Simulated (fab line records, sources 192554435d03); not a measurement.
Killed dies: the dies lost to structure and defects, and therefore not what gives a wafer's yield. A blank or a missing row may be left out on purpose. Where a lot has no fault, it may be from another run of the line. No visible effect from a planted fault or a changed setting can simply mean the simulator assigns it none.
Which tool was responsible? / flow n5Finfet / 24 lots with 72 wafers sampled at 6 steps, on a route of 1938 steps

## WHAT THE GAUGES SHOWED, per wafer
Not one reading of a measure or inspect step in the record can be checked against a usual standard deviation.

## EACH LOT AND THE TOOL THAT RAN IT (in order: tool; ch and the chambers of the sampled wafers; start)
lot=L074; N5_BEOL_M1_DESCUM_33=rieDiel-02 ch 1,2, day 6 03:41; N5_BEOL_M1_ALD_98=aldSin-03 ch 2,3, day 6 04:01; N5_BEOL_M1_ANNEAL_91=pvdSputter-01, day 6 08:16; N5_BEOL_M1_SPUTTER_94=pvdSputter-01, day 6 08:38; N5_BEOL_M1_ANNEAL_95=pvdSputter-01, day 6 08:43; N5_BEOL_M1_SPUTTER_96=pvdSputter-01, day 6 08:51
lot=L075; N5_BEOL_M1_DESCUM_33=rieDiel-06 ch 0,1,3, day 6 08:04; N5_BEOL_M1_ALD_98=aldSin-03 ch 0,1,2, day 6 08:13; N5_BEOL_M1_ANNEAL_91=pvdSputter-03, day 6 14:07; N5_BEOL_M1_SPUTTER_94=pvdSputter-03, day 6 14:28; N5_BEOL_M1_ANNEAL_95=pvdSputter-03, day 6 14:33; N5_BEOL_M1_SPUTTER_96=pvdSputter-03, day 6 14:41
lot=L076; N5_BEOL_M1_DESCUM_33=rieDiel-01 ch 1,3, day 6 11:31; N5_BEOL_M1_ALD_98=aldSin-03 ch 2,3, day 6 11:39; N5_BEOL_M1_ANNEAL_91=pvdSputter-03, day 6 16:52; N5_BEOL_M1_SPUTTER_94=pvdSputter-03, day 6 17:14; N5_BEOL_M1_ANNEAL_95=pvdSputter-03, day 6 17:19; N5_BEOL_M1_SPUTTER_96=pvdSputter-03, day 6 17:27
lot=L077; N5_BEOL_M1_DESCUM_33=rieDiel-01 ch 0,3, day 6 23:02; N5_BEOL_M1_ALD_98=aldSin-02 ch 0,2,3, day 6 23:19; N5_BEOL_M1_ANNEAL_91=pvdSputter-02, day 7 03:14; N5_BEOL_M1_SPUTTER_94=pvdSputter-02, day 7 03:35; N5_BEOL_M1_ANNEAL_95=pvdSputter-02, day 7 03:40; N5_BEOL_M1_SPUTTER_96=pvdSputter-02, day 7 03:49
lot=L078; N5_BEOL_M1_DESCUM_33=rieDiel-06 ch 0,2,3, day 7 03:28; N5_BEOL_M1_ALD_98=aldSin-03 ch 0,1,2, day 7 03:49; N5_BEOL_M1_ANNEAL_91=pvdSputter-03, day 7 08:31; N5_BEOL_M1_SPUTTER_94=pvdSputter-03, day 7 08:53; N5_BEOL_M1_ANNEAL_95=pvdSputter-03, day 7 08:58; N5_BEOL_M1_SPUTTER_96=pvdSputter-03, day 7 09:06
lot=L079; N5_BEOL_M1_DESCUM_33=rieDiel-01 ch 1,2, day 7 10:05; N5_BEOL_M1_ALD_98=aldSin-02 ch 0,1,3, day 7 10:56; N5_BEOL_M1_ANNEAL_91=pvdSputter-01, day 7 16:37; N5_BEOL_M1_SPUTTER_94=pvdSputter-01, day 7 16:58; N5_BEOL_M1_ANNEAL_95=pvdSputter-01, day 7 17:03; N5_BEOL_M1_SPUTTER_96=pvdSputter-01, day 7 17:11
lot=L080; N5_BEOL_M1_DESCUM_33=rieDiel-01 ch 0,1, day 7 18:55; N5_BEOL_M1_ALD_98=aldSin-03 ch 0,1,3, day 7 19:02; N5_BEOL_M1_ANNEAL_91=pvdSputter-02, day 8 06:29; N5_BEOL_M1_SPUTTER_94=pvdSputter-02, day 8 06:50; N5_BEOL_M1_ANNEAL_95=pvdSputter-02, day 8 06:55; N5_BEOL_M1_SPUTTER_96=pvdSputter-02, day 8 07:04
lot=L081; N5_BEOL_M1_DESCUM_33=rieDiel-02 ch 2,3, day 8 00:41; N5_BEOL_M1_ALD_98=aldSin-04 ch 0,1,2, day 8 00:58; N5_BEOL_M1_ANNEAL_91=pvdSputter-02, day 8 11:33; N5_BEOL_M1_SPUTTER_94=pvdSputter-02, day 8 11:55; N5_BEOL_M1_ANNEAL_95=pvdSputter-02, day 8 11:59; N5_BEOL_M1_SPUTTER_96=pvdSputter-02, day 8 12:08
lot=L082; N5_BEOL_M1_DESCUM_33=rieDiel-02 ch 0,1,2, day 8 06:12; N5_BEOL_M1_ALD_98=aldSin-02 ch 0,1,3, day 8 06:48; N5_BEOL_M1_ANNEAL_91=pvdSputter-03, day 8 14:59; N5_BEOL_M1_SPUTTER_94=pvdSputter-03, day 8 15:20; N5_BEOL_M1_ANNEAL_95=pvdSputter-03, day 8 15:25; N5_BEOL_M1_SPUTTER_96=pvdSputter-03, day 8 15:34
lot=L083; N5_BEOL_M1_DESCUM_33=rieDiel-01 ch 2,3, day 8 13:09; N5_BEOL_M1_ALD_98=aldSin-03 ch 1,3, day 8 13:17; N5_BEOL_M1_ANNEAL_91=pvdSputter-02, day 8 19:28; N5_BEOL_M1_SPUTTER_94=pvdSputter-02, day 8 19:49; N5_BEOL_M1_ANNEAL_95=pvdSputter-02, day 8 19:54; N5_BEOL_M1_SPUTTER_96=pvdSputter-02, day 8 20:02
lot=L084; N5_BEOL_M1_DESCUM_33=rieDiel-01 ch 0,1,3, day 8 14:26; N5_BEOL_M1_ALD_98=aldSin-02 ch 0,1,3, day 8 14:51; N5_BEOL_M1_ANNEAL_91=pvdSputter-03, day 9 05:23; N5_BEOL_M1_SPUTTER_94=pvdSputter-03, day 9 05:44; N5_BEOL_M1_ANNEAL_95=pvdSputter-03, day 9 05:49; N5_BEOL_M1_SPUTTER_96=pvdSputter-03, day 9 05:58
lot=L085; N5_BEOL_M1_DESCUM_33=rieDiel-01 ch 1,2, day 9 03:46; N5_BEOL_M1_ALD_98=aldSin-02 ch 0,3, day 9 04:16; N5_BEOL_M1_ANNEAL_91=pvdSputter-03, day 9 13:16; N5_BEOL_M1_SPUTTER_94=pvdSputter-03, day 9 13:37; N5_BEOL_M1_ANNEAL_95=pvdSputter-03, day 9 13:42; N5_BEOL_M1_SPUTTER_96=pvdSputter-03, day 9 13:50
lot=L086; N5_BEOL_M1_DESCUM_33=rieDiel-06 ch 2,3, day 9 04:08; N5_BEOL_M1_ALD_98=aldSin-02 ch 0,1,2, day 9 04:22; N5_BEOL_M1_ANNEAL_91=pvdSputter-02, day 9 13:21; N5_BEOL_M1_SPUTTER_94=pvdSputter-02, day 9 13:43; N5_BEOL_M1_ANNEAL_95=pvdSputter-02, day 9 13:47; N5_BEOL_M1_SPUTTER_96=pvdSputter-02, day 9 13:56
lot=L087; N5_BEOL_M1_DESCUM_33=rieDiel-01 ch 0,3, day 9 12:41; N5_BEOL_M1_ALD_98=aldSin-02 ch 2,3, day 9 12:49; N5_BEOL_M1_ANNEAL_91=pvdSputter-02, day 9 19:58; N5_BEOL_M1_SPUTTER_94=pvdSputter-02, day 9 20:20; N5_BEOL_M1_ANNEAL_95=pvdSputter-02, day 9 20:25; N5_BEOL_M1_SPUTTER_96=pvdSputter-02, day 9 20:33
lot=L088; N5_BEOL_M1_DESCUM_33=rieDiel-01 ch 0,2,3, day 9 16:51; N5_BEOL_M1_ALD_98=aldSin-02 ch 0,1,2, day 9 16:59; N5_BEOL_M1_ANNEAL_91=pvdSputter-02, day 9 22:54; N5_BEOL_M1_SPUTTER_94=pvdSputter-02, day 9 23:16; N5_BEOL_M1_ANNEAL_95=pvdSputter-02, day 9 23:20; N5_BEOL_M1_SPUTTER_96=pvdSputter-02, day 9 23:29
lot=L089; N5_BEOL_M1_DESCUM_33=rieDiel-02 ch 0,2,3, day 9 22:35; N5_BEOL_M1_ALD_98=aldSin-02 ch 0,1,3, day 9 22:44; N5_BEOL_M1_ANNEAL_91=pvdSputter-01, day 10 03:54; N5_BEOL_M1_SPUTTER_94=pvdSputter-01, day 10 04:16; N5_BEOL_M1_ANNEAL_95=pvdSputter-01, day 10 04:20; N5_BEOL_M1_SPUTTER_96=pvdSputter-01, day 10 04:29
lot=L090; N5_BEOL_M1_DESCUM_33=rieDiel-02 ch 1,2, day 10 04:44; N5_BEOL_M1_ALD_98=aldSin-02 ch 1,3, day 10 04:52; N5_BEOL_M1_ANNEAL_91=pvdSputter-02, day 10 17:08; N5_BEOL_M1_SPUTTER_94=pvdSputter-02, day 10 17:30; N5_BEOL_M1_ANNEAL_95=pvdSputter-02, day 10 17:35; N5_BEOL_M1_SPUTTER_96=pvdSputter-02, day 10 17:43
lot=L091; N5_BEOL_M1_DESCUM_33=rieDiel-01 ch 1,2, day 10 06:37; N5_BEOL_M1_ALD_98=aldSin-04 ch 0,1,2, day 10 06:49; N5_BEOL_M1_ANNEAL_91=pvdSputter-03, day 10 17:56; N5_BEOL_M1_SPUTTER_94=pvdSputter-03, day 10 18:17; N5_BEOL_M1_ANNEAL_95=pvdSputter-03, day 10 18:22; N5_BEOL_M1_SPUTTER_96=pvdSputter-03, day 10 18:31
lot=L093; N5_BEOL_M1_DESCUM_33=rieDiel-02 ch 1,2, day 10 14:48; N5_BEOL_M1_ALD_98=aldSin-04 ch 1,2,3, day 10 14:56; N5_BEOL_M1_ANNEAL_91=pvdSputter-01, day 10 19:09; N5_BEOL_M1_SPUTTER_94=pvdSputter-01, day 10 19:31; N5_BEOL_M1_ANNEAL_95=pvdSputter-01, day 10 19:35; N5_BEOL_M1_SPUTTER_96=pvdSputter-01, day 10 19:44
lot=L092; N5_BEOL_M1_DESCUM_33=rieDiel-02 ch 1,2,3, day 10 15:10; N5_BEOL_M1_ALD_98=aldSin-04 ch 0,3, day 10 15:45; N5_BEOL_M1_ANNEAL_91=pvdSputter-03, day 10 22:33; N5_BEOL_M1_SPUTTER_94=pvdSputter-03, day 10 22:55; N5_BEOL_M1_ANNEAL_95=pvdSputter-03, day 10 22:59; N5_BEOL_M1_SPUTTER_96=pvdSputter-03, day 10 23:08
lot=L094; N5_BEOL_M1_DESCUM_33=rieDiel-02 ch 1,2,3, day 11 07:55; N5_BEOL_M1_ALD_98=aldSin-04 ch 0,2,3, day 11 08:04; N5_BEOL_M1_ANNEAL_91=pvdSputter-01, day 12 00:38; N5_BEOL_M1_SPUTTER_94=pvdSputter-01, day 12 00:59; N5_BEOL_M1_ANNEAL_95=pvdSputter-01, day 12 01:04; N5_BEOL_M1_SPUTTER_96=pvdSputter-01, day 12 01:13
lot=L095; N5_BEOL_M1_DESCUM_33=rieDiel-06 ch 0,3, day 11 14:21; N5_BEOL_M1_ALD_98=aldSin-03 ch 1,3, day 11 14:29; N5_BEOL_M1_ANNEAL_91=pvdSputter-02, day 12 03:29; N5_BEOL_M1_SPUTTER_94=pvdSputter-02, day 12 03:50; N5_BEOL_M1_ANNEAL_95=pvdSputter-02, day 12 03:55; N5_BEOL_M1_SPUTTER_96=pvdSputter-02, day 12 04:04
lot=L096; N5_BEOL_M1_DESCUM_33=rieDiel-06 ch 0,2,3, day 11 14:30; N5_BEOL_M1_ALD_98=aldSin-03 ch 1,2,3, day 11 14:38; N5_BEOL_M1_ANNEAL_91=pvdSputter-03, day 12 04:46; N5_BEOL_M1_SPUTTER_94=pvdSputter-03, day 12 05:07; N5_BEOL_M1_ANNEAL_95=pvdSputter-03, day 12 05:12; N5_BEOL_M1_SPUTTER_96=pvdSputter-03, day 12 05:20
lot=L097; N5_BEOL_M1_DESCUM_33=rieDiel-01 ch 1,3, day 12 02:50; N5_BEOL_M1_ALD_98=aldSin-02 ch 0,3, day 12 02:58; N5_BEOL_M1_ANNEAL_91=pvdSputter-03, day 12 08:28; N5_BEOL_M1_SPUTTER_94=pvdSputter-03, day 12 08:49; N5_BEOL_M1_ANNEAL_95=pvdSputter-03, day 12 08:54; N5_BEOL_M1_SPUTTER_96=pvdSputter-03, day 12 09:02
- N5_BEOL_M1_DESCUM_33: chemistry O2, time 7 s.
- N5_BEOL_M1_ALD_98: deposits SiO2, target thk 2.5 nm, pulse time 1 s, co reactant pulse time 1 s.
- N5_BEOL_M1_ANNEAL_91: time 240 s.
- N5_BEOL_M1_SPUTTER_94: material Cu, target thk 4.5 nm, time 8.29 s.
- N5_BEOL_M1_ANNEAL_95: time 240 s.
- N5_BEOL_M1_SPUTTER_96: material Cu, target thk 4.5 nm, time 8.29 s.

## AS READ BY THE TOOLS THEMSELVES (means over the sampled wafers that have a number; for cases with no such wafer, the mark the record gives instead)
N5_BEOL_M1_DESCUM_33. Usual: drypumpMotorCurrentA 5.8 A, standard deviation 0.43; oesProductAu 0.77 a.u., standard deviation 0.078; rfVppV 243.1 V, standard deviation 1.3; showerheadPlenumPTorr 2.09 Torr, standard deviation 0.068; throttleValvePct 20.42 %, standard deviation 0.26.
lot=L074; tool=rieDiel-02; drypumpMotorCurrentA (A)=5.6; oesProductAu (a.u.)=0.75; rfVppV (V)=243.5; showerheadPlenumPTorr (Torr)=2.13; throttleValvePct (%)=20.39; flag=
lot=L075; tool=rieDiel-06; drypumpMotorCurrentA (A)=5.6; oesProductAu (a.u.)=0.77; rfVppV (V)=243.5; showerheadPlenumPTorr (Torr)=2.10; throttleValvePct (%)=20.35; flag=
lot=L076; tool=rieDiel-01; drypumpMotorCurrentA (A)=6.2; oesProductAu (a.u.)=0.88; rfVppV (V)=243.3; showerheadPlenumPTorr (Torr)=2.11; throttleValvePct (%)=20.31; flag=
lot=L077; tool=rieDiel-01; drypumpMotorCurrentA (A)=5.7; oesProductAu (a.u.)=0.82; rfVppV (V)=244.6; showerheadPlenumPTorr (Torr)=2.19; throttleValvePct (%)=20.55; flag=
lot=L078; tool=rieDiel-06; drypumpMotorCurrentA (A)=5.5; oesProductAu (a.u.)=0.78; rfVppV (V)=243.5; showerheadPlenumPTorr (Torr)=2.12; throttleValvePct (%)=20.44; flag=
lot=L079; tool=rieDiel-01; drypumpMotorCurrentA (A)=6.2; oesProductAu (a.u.)=0.83; rfVppV (V)=242.6; showerheadPlenumPTorr (Torr)=2.05; throttleValvePct (%)=20.17; flag=
lot=L080; tool=rieDiel-01; drypumpMotorCurrentA (A)=6.1; oesProductAu (a.u.)=0.86; rfVppV (V)=242.5; showerheadPlenumPTorr (Torr)=2.08; throttleValvePct (%)=20.43; flag=
lot=L081; tool=rieDiel-02; drypumpMotorCurrentA (A)=6.2; oesProductAu (a.u.)=0.69; rfVppV (V)=243.7; showerheadPlenumPTorr (Torr)=2.11; throttleValvePct (%)=20.54; flag=
lot=L082; tool=rieDiel-02; drypumpMotorCurrentA (A)=5.6; oesProductAu (a.u.)=0.72; rfVppV (V)=242.1; showerheadPlenumPTorr (Torr)=2.05; throttleValvePct (%)=20.50; flag=
lot=L083; tool=rieDiel-01; drypumpMotorCurrentA (A)=5.7; oesProductAu (a.u.)=0.75; rfVppV (V)=242.4; showerheadPlenumPTorr (Torr)=2.11; throttleValvePct (%)=20.16; flag=
lot=L084; tool=rieDiel-01; drypumpMotorCurrentA (A)=5.9; oesProductAu (a.u.)=0.85; rfVppV (V)=244.8; showerheadPlenumPTorr (Torr)=2.13; throttleValvePct (%)=20.50; flag=
lot=L085; tool=rieDiel-01; drypumpMotorCurrentA (A)=6.1; oesProductAu (a.u.)=0.82; rfVppV (V)=242.2; showerheadPlenumPTorr (Torr)=2.05; throttleValvePct (%)=20.18; flag=
lot=L086; tool=rieDiel-06; drypumpMotorCurrentA (A)=5.3; oesProductAu (a.u.)=0.77; rfVppV (V)=243.8; showerheadPlenumPTorr (Torr)=2.15; throttleValvePct (%)=20.48; flag=
lot=L087; tool=rieDiel-01; drypumpMotorCurrentA (A)=5.6; oesProductAu (a.u.)=0.79; rfVppV (V)=243.8; showerheadPlenumPTorr (Torr)=2.16; throttleValvePct (%)=20.69; flag=
lot=L088; tool=rieDiel-01; drypumpMotorCurrentA (A)=5.6; oesProductAu (a.u.)=0.78; rfVppV (V)=244.9; showerheadPlenumPTorr (Torr)=2.13; throttleValvePct (%)=20.44; flag=
lot=L089; tool=rieDiel-02; drypumpMotorCurrentA (A)=6.0; oesProductAu (a.u.)=0.69; rfVppV (V)=242.4; showerheadPlenumPTorr (Torr)=2.07; throttleValvePct (%)=20.66; flag=
lot=L090; tool=rieDiel-02; drypumpMotorCurrentA (A)=5.6; oesProductAu (a.u.)=0.72; rfVppV (V)=243.9; showerheadPlenumPTorr (Torr)=2.11; throttleValvePct (%)=20.44; flag=
lot=L091; tool=rieDiel-01; drypumpMotorCurrentA (A)=6.1; oesProductAu (a.u.)=0.81; rfVppV (V)=242.6; showerheadPlenumPTorr (Torr)=2.05; throttleValvePct (%)=20.20; flag=
lot=L093; tool=rieDiel-02; drypumpMotorCurrentA (A)=5.6; oesProductAu (a.u.)=0.72; rfVppV (V)=243.0; showerheadPlenumPTorr (Torr)=2.11; throttleValvePct (%)=20.44; flag=
lot=L092; tool=rieDiel-02; drypumpMotorCurrentA (A)=5.8; oesProductAu (a.u.)=0.71; rfVppV (V)=242.7; showerheadPlenumPTorr (Torr)=2.08; throttleValvePct (%)=20.44; flag=
lot=L094; tool=rieDiel-02; drypumpMotorCurrentA (A)=5.8; oesProductAu (a.u.)=0.70; rfVppV (V)=242.4; showerheadPlenumPTorr (Torr)=2.08; throttleValvePct (%)=20.45; flag=
lot=L095; tool=rieDiel-06; drypumpMotorCurrentA (A)=5.8; oesProductAu (a.u.)=0.89; rfVppV (V)=242.5; showerheadPlenumPTorr (Torr)=2.09; throttleValvePct (%)=20.34; flag=
lot=L096; tool=rieDiel-06; drypumpMotorCurrentA (A)=5.5; oesProductAu (a.u.)=0.82; rfVppV (V)=243.9; showerheadPlenumPTorr (Torr)=2.11; throttleValvePct (%)=20.41; flag=
lot=L097; tool=rieDiel-01; drypumpMotorCurrentA (A)=6.1; oesProductAu (a.u.)=0.81; rfVppV (V)=243.6; showerheadPlenumPTorr (Torr)=2.15; throttleValvePct (%)=20.43; flag=

N5_BEOL_M1_ALD_98. Usual: heaterPowerW 81 W, standard deviation 9; precursorPulseHeightRel 1.000, standard deviation 0.019.
lot=L074; tool=aldSin-03; heaterPowerW (W)=81; precursorPulseHeightRel=0.999; flag=
lot=L075; tool=aldSin-03; heaterPowerW (W)=82; precursorPulseHeightRel=1.013; flag=
lot=L076; tool=aldSin-03; heaterPowerW (W)=84; precursorPulseHeightRel=0.995; flag=
lot=L077; tool=aldSin-02; heaterPowerW (W)=80; precursorPulseHeightRel=0.993; flag=
lot=L078; tool=aldSin-03; heaterPowerW (W)=83; precursorPulseHeightRel=0.996; flag=
lot=L079; tool=aldSin-02; heaterPowerW (W)=77; precursorPulseHeightRel=0.997; flag=
lot=L080; tool=aldSin-03; heaterPowerW (W)=81; precursorPulseHeightRel=0.993; flag=
lot=L081; tool=aldSin-04; heaterPowerW (W)=83; precursorPulseHeightRel=1.004; flag=
lot=L082; tool=aldSin-02; heaterPowerW (W)=76; precursorPulseHeightRel=1.026; flag=
lot=L083; tool=aldSin-03; heaterPowerW (W)=82; precursorPulseHeightRel=1.009; flag=
lot=L084; tool=aldSin-02; heaterPowerW (W)=76; precursorPulseHeightRel=1.012; flag=
lot=L085; tool=aldSin-02; heaterPowerW (W)=83; precursorPulseHeightRel=0.992; flag=
lot=L086; tool=aldSin-02; heaterPowerW (W)=74; precursorPulseHeightRel=1.011; flag=
lot=L087; tool=aldSin-02; heaterPowerW (W)=82; precursorPulseHeightRel=1.011; flag=
lot=L088; tool=aldSin-02; heaterPowerW (W)=73; precursorPulseHeightRel=0.988; flag=
lot=L089; tool=aldSin-02; heaterPowerW (W)=76; precursorPulseHeightRel=0.988; flag=
lot=L090; tool=aldSin-02; heaterPowerW (W)=75; precursorPulseHeightRel=1.007; flag=
lot=L091; tool=aldSin-04; heaterPowerW (W)=82; precursorPulseHeightRel=0.998; flag=
lot=L093; tool=aldSin-04; heaterPowerW (W)=90; precursorPulseHeightRel=0.981; flag=
lot=L092; tool=aldSin-04; heaterPowerW (W)=86; precursorPulseHeightRel=1.005; flag=
lot=L094; tool=aldSin-04; heaterPowerW (W)=85; precursorPulseHeightRel=1.010; flag=
lot=L095; tool=aldSin-03; heaterPowerW (W)=84; precursorPulseHeightRel=1.006; flag=
lot=L096; tool=aldSin-03; heaterPowerW (W)=87; precursorPulseHeightRel=0.999; flag=
lot=L097; tool=aldSin-02; heaterPowerW (W)=82; precursorPulseHeightRel=0.996; flag=

N5_BEOL_M1_ANNEAL_91. Usual: 837 W for heaterPowerW, sd 130.
lot=L074; tool=pvdSputter-01; heaterPowerW (W)=804; flag=
lot=L075; tool=pvdSputter-03; heaterPowerW (W)=778; flag=
lot=L076; tool=pvdSputter-03; heaterPowerW (W)=756; flag=
lot=L077; tool=pvdSputter-02; heaterPowerW (W)=994; flag=
lot=L078; tool=pvdSputter-03; heaterPowerW (W)=748; flag=
lot=L079; tool=pvdSputter-01; heaterPowerW (W)=778; flag=
lot=L080; tool=pvdSputter-02; heaterPowerW (W)=922; flag=
lot=L081; tool=pvdSputter-02; heaterPowerW (W)=782; flag=
lot=L082; tool=pvdSputter-03; heaterPowerW (W)=775; flag=
lot=L083; tool=pvdSputter-02; heaterPowerW (W)=896; flag=
lot=L084; tool=pvdSputter-03; heaterPowerW (W)=792; flag=
lot=L085; tool=pvdSputter-03; heaterPowerW (W)=803; flag=
lot=L086; tool=pvdSputter-02; heaterPowerW (W)=979; flag=
lot=L087; tool=pvdSputter-02; heaterPowerW (W)=915; flag=
lot=L088; tool=pvdSputter-02; heaterPowerW (W)=844; flag=
lot=L089; tool=pvdSputter-01; heaterPowerW (W)=805; flag=
lot=L090; tool=pvdSputter-02; heaterPowerW (W)=836; flag=
lot=L091; tool=pvdSputter-03; heaterPowerW (W)=783; flag=
lot=L093; tool=pvdSputter-01; heaterPowerW (W)=805; flag=
lot=L092; tool=pvdSputter-03; heaterPowerW (W)=778; flag=
lot=L094; tool=pvdSputter-01; heaterPowerW (W)=851; flag=
lot=L095; tool=pvdSputter-02; heaterPowerW (W)=995; flag=
lot=L096; tool=pvdSputter-03; heaterPowerW (W)=770; flag=
lot=L097; tool=pvdSputter-03; heaterPowerW (W)=798; flag=

N5_BEOL_M1_SPUTTER_94. Usual: 30.3 % for throttleValvePct, sd 1.
lot=L074; tool=pvdSputter-01; throttleValvePct (%)=29.4; flag=
lot=L075; tool=pvdSputter-03; throttleValvePct (%)=30.8; flag=
lot=L076; tool=pvdSputter-03; throttleValvePct (%)=30.8; flag=
lot=L077; tool=pvdSputter-02; throttleValvePct (%)=30.4; flag=
lot=L078; tool=pvdSputter-03; throttleValvePct (%)=30.1; flag=
lot=L079; tool=pvdSputter-01; throttleValvePct (%)=30.1; flag=
lot=L080; tool=pvdSputter-02; throttleValvePct (%)=30.2; flag=
lot=L081; tool=pvdSputter-02; throttleValvePct (%)=30.0; flag=
lot=L082; tool=pvdSputter-03; throttleValvePct (%)=30.9; flag=
lot=L083; tool=pvdSputter-02; throttleValvePct (%)=30.7; flag=
lot=L084; tool=pvdSputter-03; throttleValvePct (%)=30.2; flag=
lot=L085; tool=pvdSputter-03; throttleValvePct (%)=30.9; flag=
lot=L086; tool=pvdSputter-02; throttleValvePct (%)=30.5; flag=
lot=L087; tool=pvdSputter-02; throttleValvePct (%)=30.2; flag=
lot=L088; tool=pvdSputter-02; throttleValvePct (%)=30.2; flag=
lot=L089; tool=pvdSputter-01; throttleValvePct (%)=29.1; flag=
lot=L090; tool=pvdSputter-02; throttleValvePct (%)=30.5; flag=
lot=L091; tool=pvdSputter-03; throttleValvePct (%)=29.9; flag=
lot=L093; tool=pvdSputter-01; throttleValvePct (%)=28.4; flag=
lot=L092; tool=pvdSputter-03; throttleValvePct (%)=30.9; flag=
lot=L094; tool=pvdSputter-01; throttleValvePct (%)=28.9; flag=
lot=L095; tool=pvdSputter-02; throttleValvePct (%)=30.9; flag=
lot=L096; tool=pvdSputter-03; throttleValvePct (%)=30.0; flag=
lot=L097; tool=pvdSputter-03; throttleValvePct (%)=30.9; flag=

N5_BEOL_M1_ANNEAL_95. Usual: 838 W for heaterPowerW, sd 130.
lot=L074; tool=pvdSputter-01; heaterPowerW (W)=817; flag=
lot=L075; tool=pvdSputter-03; heaterPowerW (W)=766; flag=
lot=L076; tool=pvdSputter-03; heaterPowerW (W)=772; flag=
lot=L077; tool=pvdSputter-02; heaterPowerW (W)=997; flag=
lot=L078; tool=pvdSputter-03; heaterPowerW (W)=736; flag=
lot=L079; tool=pvdSputter-01; heaterPowerW (W)=788; flag=
lot=L080; tool=pvdSputter-02; heaterPowerW (W)=924; flag=
lot=L081; tool=pvdSputter-02; heaterPowerW (W)=776; flag=
lot=L082; tool=pvdSputter-03; heaterPowerW (W)=791; flag=
lot=L083; tool=pvdSputter-02; heaterPowerW (W)=913; flag=
lot=L084; tool=pvdSputter-03; heaterPowerW (W)=793; flag=
lot=L085; tool=pvdSputter-03; heaterPowerW (W)=804; flag=
lot=L086; tool=pvdSputter-02; heaterPowerW (W)=985; flag=
lot=L087; tool=pvdSputter-02; heaterPowerW (W)=915; flag=
lot=L088; tool=pvdSputter-02; heaterPowerW (W)=843; flag=
lot=L089; tool=pvdSputter-01; heaterPowerW (W)=798; flag=
lot=L090; tool=pvdSputter-02; heaterPowerW (W)=842; flag=
lot=L091; tool=pvdSputter-03; heaterPowerW (W)=786; flag=
lot=L093; tool=pvdSputter-01; heaterPowerW (W)=825; flag=
lot=L092; tool=pvdSputter-03; heaterPowerW (W)=793; flag=
lot=L094; tool=pvdSputter-01; heaterPowerW (W)=839; flag=
lot=L095; tool=pvdSputter-02; heaterPowerW (W)=995; flag=
lot=L096; tool=pvdSputter-03; heaterPowerW (W)=771; flag=
lot=L097; tool=pvdSputter-03; heaterPowerW (W)=800; flag=

N5_BEOL_M1_SPUTTER_96. Usual: 30.3 % for throttleValvePct, sd 1.
lot=L074; tool=pvdSputter-01; throttleValvePct (%)=29.3; flag=
lot=L075; tool=pvdSputter-03; throttleValvePct (%)=30.9; flag=
lot=L076; tool=pvdSputter-03; throttleValvePct (%)=30.7; flag=
lot=L077; tool=pvdSputter-02; throttleValvePct (%)=30.5; flag=
lot=L078; tool=pvdSputter-03; throttleValvePct (%)=29.9; flag=
lot=L079; tool=pvdSputter-01; throttleValvePct (%)=30.1; flag=
lot=L080; tool=pvdSputter-02; throttleValvePct (%)=30.4; flag=
lot=L081; tool=pvdSputter-02; throttleValvePct (%)=30.0; flag=
lot=L082; tool=pvdSputter-03; throttleValvePct (%)=30.7; flag=
lot=L083; tool=pvdSputter-02; throttleValvePct (%)=30.9; flag=
lot=L084; tool=pvdSputter-03; throttleValvePct (%)=30.3; flag=
lot=L085; tool=pvdSputter-03; throttleValvePct (%)=30.9; flag=
lot=L086; tool=pvdSputter-02; throttleValvePct (%)=30.4; flag=
lot=L087; tool=pvdSputter-02; throttleValvePct (%)=30.3; flag=
lot=L088; tool=pvdSputter-02; throttleValvePct (%)=30.2; flag=
lot=L089; tool=pvdSputter-01; throttleValvePct (%)=29.2; flag=
lot=L090; tool=pvdSputter-02; throttleValvePct (%)=30.6; flag=
lot=L091; tool=pvdSputter-03; throttleValvePct (%)=30.1; flag=
lot=L093; tool=pvdSputter-01; throttleValvePct (%)=28.4; flag=
lot=L092; tool=pvdSputter-03; throttleValvePct (%)=30.8; flag=
lot=L094; tool=pvdSputter-01; throttleValvePct (%)=28.9; flag=
lot=L095; tool=pvdSputter-02; throttleValvePct (%)=30.7; flag=
lot=L096; tool=pvdSputter-03; throttleValvePct (%)=30.1; flag=
lot=L097; tool=pvdSputter-03; throttleValvePct (%)=31.0; flag=

## THE ANSWER, worked out from the rows above alone
Rule: a lot is off if the mean of its wafers that have a number lies more than 3 standard deviations from the usual mean. Also off: a lot with no number at a reading for which 4 or more lots have one. The other lots that the step has rows for count as sound. After the gauges, taken in route order, come the tools' own readings; for these a lot's mean is taken, as printed above. The first step at which some lot is off is used, and at that step the reading that is off furthest; a lot without a number counts as furthest.
Nothing can be told from this: no lot is off at any reading shown.

## WHAT THE SIMULATOR HAD PUT IN
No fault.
